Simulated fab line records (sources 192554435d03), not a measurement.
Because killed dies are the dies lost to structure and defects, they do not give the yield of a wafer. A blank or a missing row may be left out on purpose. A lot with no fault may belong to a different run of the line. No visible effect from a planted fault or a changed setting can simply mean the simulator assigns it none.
Lot-split experiment :: flow n5-finfet :: 7 lots, 21 wafers read, on a route of 1938 steps

ON THE SPLIT
At N5_BEOL_M2_HM_DEP_02 (deposits TiN, target thk 20 nm), the setting target-thk-a was moved away from the recipe's 200 angstrom on 2 of the 21 wafers read, by -11.5% to +11.7%. The other wafers ran this setting at the recipe's value.

FROM THE SPLIT TO THE READING: what the file shows between them, 4 steps
- N5_BEOL_M2_COAT_61: time 60 s, resist thk 60 nm
- N5_BEOL_M2_COAT_62: time 60 s, resist thk 12 nm
- N5_BEOL_M2_STRIP_75: strips in N2/H2
- N5_BEOL_M2_STRIP_66: strips in CF4

THE READING
etch.depth-nm (the simulator's own value, which no gauge read), in nm, at N5_BEOL_M2_HM_OPEN_17 (chemistry Cl2/BCl3, target TiN, target depth 20 nm, overetch 6 nm). The file gives no usual value for it. Average 19.89 nm, standard deviation 0.21 nm, over the 19 wafers here run with the recipe.

wafer: L075.1
tool, chamber at the split: pvd-sputter-01, -
target-thk-a as run, angstrom: 200
against the recipe: recipe
etch.depth-nm, nm: 19.88
against lot-mates on the recipe: -

wafer: L075.2
tool, chamber at the split: pvd-sputter-01, -
target-thk-a as run, angstrom: 200
against the recipe: recipe
etch.depth-nm, nm: 19.88
against lot-mates on the recipe: -

wafer: L075.4
tool, chamber at the split: pvd-sputter-01, -
target-thk-a as run, angstrom: 200
against the recipe: recipe
etch.depth-nm, nm: 19.92
against lot-mates on the recipe: -

wafer: L079.3
tool, chamber at the split: pvd-sputter-03, -
target-thk-a as run, angstrom: 200
against the recipe: recipe
etch.depth-nm, nm: 19.68
against lot-mates on the recipe: -

wafer: L079.4
tool, chamber at the split: pvd-sputter-03, -
target-thk-a as run, angstrom: 200
against the recipe: recipe
etch.depth-nm, nm: 19.51
against lot-mates on the recipe: -

wafer: L079.5
tool, chamber at the split: pvd-sputter-03, -
target-thk-a as run, angstrom: 200
against the recipe: recipe
etch.depth-nm, nm: 19.64
against lot-mates on the recipe: -

wafer: L086.2
tool, chamber at the split: pvd-sputter-01, -
target-thk-a as run, angstrom: 200
against the recipe: recipe
etch.depth-nm, nm: 19.9
against lot-mates on the recipe: -

wafer: L086.4
tool, chamber at the split: pvd-sputter-01, -
target-thk-a as run, angstrom: 200
against the recipe: recipe
etch.depth-nm, nm: 19.9
against lot-mates on the recipe: -

wafer: L086.6
tool, chamber at the split: pvd-sputter-01, -
target-thk-a as run, angstrom: 200
against the recipe: recipe
etch.depth-nm, nm: 19.84
against lot-mates on the recipe: -

wafer: L087.3
tool, chamber at the split: pvd-sputter-01, -
target-thk-a as run, angstrom: 200
against the recipe: recipe
etch.depth-nm, nm: 19.75
against lot-mates on the recipe: -

wafer: L087.5
tool, chamber at the split: pvd-sputter-01, -
target-thk-a as run, angstrom: 200
against the recipe: recipe
etch.depth-nm, nm: 19.62
against lot-mates on the recipe: -

wafer: L087.6
tool, chamber at the split: pvd-sputter-01, -
target-thk-a as run, angstrom: 223.5
against the recipe: +11.7%
etch.depth-nm, nm: 21.97
against lot-mates on the recipe: +2.28

wafer: L091.2
tool, chamber at the split: pvd-sputter-01, -
target-thk-a as run, angstrom: 176.9
against the recipe: -11.5%
etch.depth-nm, nm: 17.42
against lot-mates on the recipe: -2.35

wafer: L091.3
tool, chamber at the split: pvd-sputter-01, -
target-thk-a as run, angstrom: 200
against the recipe: recipe
etch.depth-nm, nm: 19.82
against lot-mates on the recipe: -

wafer: L091.4
tool, chamber at the split: pvd-sputter-01, -
target-thk-a as run, angstrom: 200
against the recipe: recipe
etch.depth-nm, nm: 19.72
against lot-mates on the recipe: -

wafer: L095.1
tool, chamber at the split: pvd-sputter-02, -
target-thk-a as run, angstrom: 200
against the recipe: recipe
etch.depth-nm, nm: 20.14
against lot-mates on the recipe: -

wafer: L095.4
tool, chamber at the split: pvd-sputter-02, -
target-thk-a as run, angstrom: 200
against the recipe: recipe
etch.depth-nm, nm: 20.04
against lot-mates on the recipe: -

wafer: L095.5
tool, chamber at the split: pvd-sputter-02, -
target-thk-a as run, angstrom: 200
against the recipe: recipe
etch.depth-nm, nm: 20.08
against lot-mates on the recipe: -

wafer: L096.3
tool, chamber at the split: pvd-sputter-01, -
target-thk-a as run, angstrom: 200
against the recipe: recipe
etch.depth-nm, nm: 20.24
against lot-mates on the recipe: -

wafer: L096.4
tool, chamber at the split: pvd-sputter-01, -
target-thk-a as run, angstrom: 200
against the recipe: recipe
etch.depth-nm, nm: 20.23
against lot-mates on the recipe: -

wafer: L096.5
tool, chamber at the split: pvd-sputter-01, -
target-thk-a as run, angstrom: 200
against the recipe: recipe
etch.depth-nm, nm: 20.14
against lot-mates on the recipe: -

THE FIT
A straight line over all 21 wafers: etch.depth-nm changes by +0.195 nm for each +1% of target-thk-a; r = +0.96; the points scatter about the line by 0.22 nm.
The same after taking each lot's own level away (the mean of its wafers on the recipe; 21 wafers): +0.199 nm for each +1%; r = +1.00; scatter 0.051 nm.
According to that fit, moving target-thk-a by its largest amount changes the reading by 2.3 nm.
The lots' own levels span 19.610 to 20.203 nm, that is 2.9 times the standard deviation above.
The two slopes agree, so the slope changes little with the lot-to-lot level.
Check: with one of the wafers moved furthest among these (+11.7%) left out of the fit, the line predicts +2.39 nm for it against its lot-mates. It came out at +2.28 nm against them.

ADDITIONAL SPLITS CARRIED BY THESE WAFERS
Note: prior to the reading, these wafers also went through further splits. Each is held against what the fit with the lots' levels taken away leaves over:
other split on the same wafers: N5_BEOL_M1_EXPOSE_08 dose-mj
wafers away from the commonest value: 6
r with etch.depth-nm (lot level and that fit taken away): -0.03

other split on the same wafers: N5_BEOL_M2_PECVD_72 time-s
wafers away from the commonest value: 4
r with etch.depth-nm (lot level and that fit taken away): +0.34

THE WHOLE CHAIN: every reading that the file lists as answering this split, in the file's order
step: N5_BEOL_M2_HM_DEP_02
what it does: deposits TiN, target thk 20 nm
reading: TiN_of_BEOL_M2_HM_DEP_02.thk-nm (the simulator's own value, which no gauge read)
change (the file's fit): +0.202 nm for each +1% of the setting
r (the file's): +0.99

step: N5_BEOL_M2_HM_OPEN_17
what it does: chemistry Cl2/BCl3, target TiN, target depth 20 nm, overetch 6 nm
reading: etch.depth-nm (the simulator's own value, which no gauge read)
change (the file's fit): +0.199 nm for each +1% of the setting
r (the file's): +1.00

FILE'S OWN FIT
etch.depth-nm changes by +0.199 nm for each +1% of target-thk-a, r = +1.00.
